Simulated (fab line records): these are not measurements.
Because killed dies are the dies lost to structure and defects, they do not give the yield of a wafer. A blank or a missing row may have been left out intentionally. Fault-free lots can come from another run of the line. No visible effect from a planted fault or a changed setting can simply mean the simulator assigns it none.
Tool commonality check | flow n5 finfet | Lots sampled 9, wafers sampled 26

== WHY THIS WAS OPENED ==
On 3 of the 9 lots, a flag is raised at N5_SD_EPI_P_EPI_MEAS_23 on the reading thk nm. Fault-free wafers read 60.9 nm, with a standard deviation of 1.4.
Rule: a lot gets a flag if all its wafers with a number sit over 4 standard deviations from that mean, or if no wafer of it has a number. All remaining lots are regarded as sound.

lot  | measured    | on            | thk nm (nm), wafer by wafer | flag
L786 | day 3 09:29 | film metro-01 | 62.2 64.3                   |
L793 | day 5 03:30 | film metro-01 | 61.8 63.4 60.3              |
L794 | day 5 10:22 | film metro-01 | 63.0 61.6 62.6              |
L795 | day 5 15:52 | film metro-02 | 44.5 45.5 42.3              | FLAGGED
L796 | day 6 00:18 | film metro-02 | 44.3 45.0 41.6              | FLAGGED
L797 | day 6 08:50 | film metro-01 | 43.2 42.8 44.3              | FLAGGED
L806 | day 8 12:31 | film metro-01 | 59.9 61.1 60.3              |
L807 | day 8 16:14 | film metro-01 | 61.6 59.2 61.5              |
L809 | day 9 06:45 | film metro-01 | 60.3 63.2 61.4              |
On average the flagged lots' numbers are 43.7 nm, which is -17.2 nm against the usual, or -12 standard deviations.

== WHICH TOOL EACH LOT WENT THROUGH ==
Before the reading, the record contains 2 process steps out of a 1938-step route. In each cell: the tool, then ch and the chambers that the sampled wafers went through, then the start.
lot  | flag    | N5_SD_EPI_P_STRIP_40                | N5_SD_EPI_P_EPI_21
L786 |         | plasma asher-02 ch 1, day 3 06:46   | epi rpcvd-01 ch 0, day 3 07:17
L793 |         | plasma asher-02 ch 0,1, day 5 00:47 | epi rpcvd-01 ch 0, day 5 01:40
L794 |         | plasma asher-02 ch 1, day 5 07:40   | epi rpcvd-01 ch 0, day 5 08:11
L795 | FLAGGED | plasma asher-01 ch 0,1, day 5 13:10 | epi rpcvd-01 ch 0, day 5 13:41
L796 | FLAGGED | plasma asher-01 ch 0,1, day 5 21:35 | epi rpcvd-01 ch 0, day 5 22:07
L797 | FLAGGED | plasma asher-01 ch 0,1, day 6 06:08 | epi rpcvd-01 ch 0, day 6 07:21
L806 |         | plasma asher-02 ch 1, day 8 07:50   | epi rpcvd-02 ch 0, day 8 08:38
L807 |         | plasma asher-02 ch 0,1, day 8 13:29 | epi rpcvd-04 ch 0, day 8 14:02
L809 |         | plasma asher-01 ch 0,1, day 9 03:12 | epi rpcvd-01 ch 0, day 9 03:50
What these steps do:
- N5_SD_EPI_P_STRIP_40: strips in N2/H2.
- N5_SD_EPI_P_EPI_21: deposits SiGe:B, time 355 s.
- N5_SD_EPI_P_EPI_MEAS_23

== FLAGGED OVER TOTAL, TOOL BY TOOL (the gauges that took the reading come last) ==
step                    | tool            | lots run | flagged | share of the flagged lots | sound lots run after its first flagged lot
N5_SD_EPI_P_STRIP_40    | plasma asher-01 | 4        | 3       | all                       | 1 (L809)
N5_SD_EPI_P_STRIP_40    | plasma asher-02 | 5        | 0       | none                      | -
N5_SD_EPI_P_EPI_21      | epi rpcvd-01    | 7        | 3       | all                       | 1 (L809)
N5_SD_EPI_P_EPI_21      | epi rpcvd-02    | 1        | 0       | none                      | -
N5_SD_EPI_P_EPI_21      | epi rpcvd-04    | 1        | 0       | none                      | -
N5_SD_EPI_P_EPI_MEAS_23 | film metro-01   | 7        | 1       | some                      | 3 (L806,L807,L809)
N5_SD_EPI_P_EPI_MEAS_23 | film metro-02   | 2        | 2       | some                      | 0

== WHAT IS ALLOWED BY THE TABLE ==
Table rows that saw every flagged lot: 2, namely plasma asher-01 at N5_SD_EPI_P_STRIP_40 and epi rpcvd-01 at N5_SD_EPI_P_EPI_21.
- plasma asher-01 at N5_SD_EPI_P_STRIP_40 ran 4 lots, 3 of them flagged. Lots that were sound ran on it after the first flagged one (L809); a persistent fault on the entire tool would not allow that.
- epi rpcvd-01 at N5_SD_EPI_P_EPI_21 ran 7 lots, 3 of them flagged. Lots that were sound ran on it after the first flagged one (L809); a persistent fault on the entire tool would not allow that.
None of the table's rows ran every flagged lot and, after the first, no sound lot.

== WHAT THE SIMULATOR HAD PUT IN ==
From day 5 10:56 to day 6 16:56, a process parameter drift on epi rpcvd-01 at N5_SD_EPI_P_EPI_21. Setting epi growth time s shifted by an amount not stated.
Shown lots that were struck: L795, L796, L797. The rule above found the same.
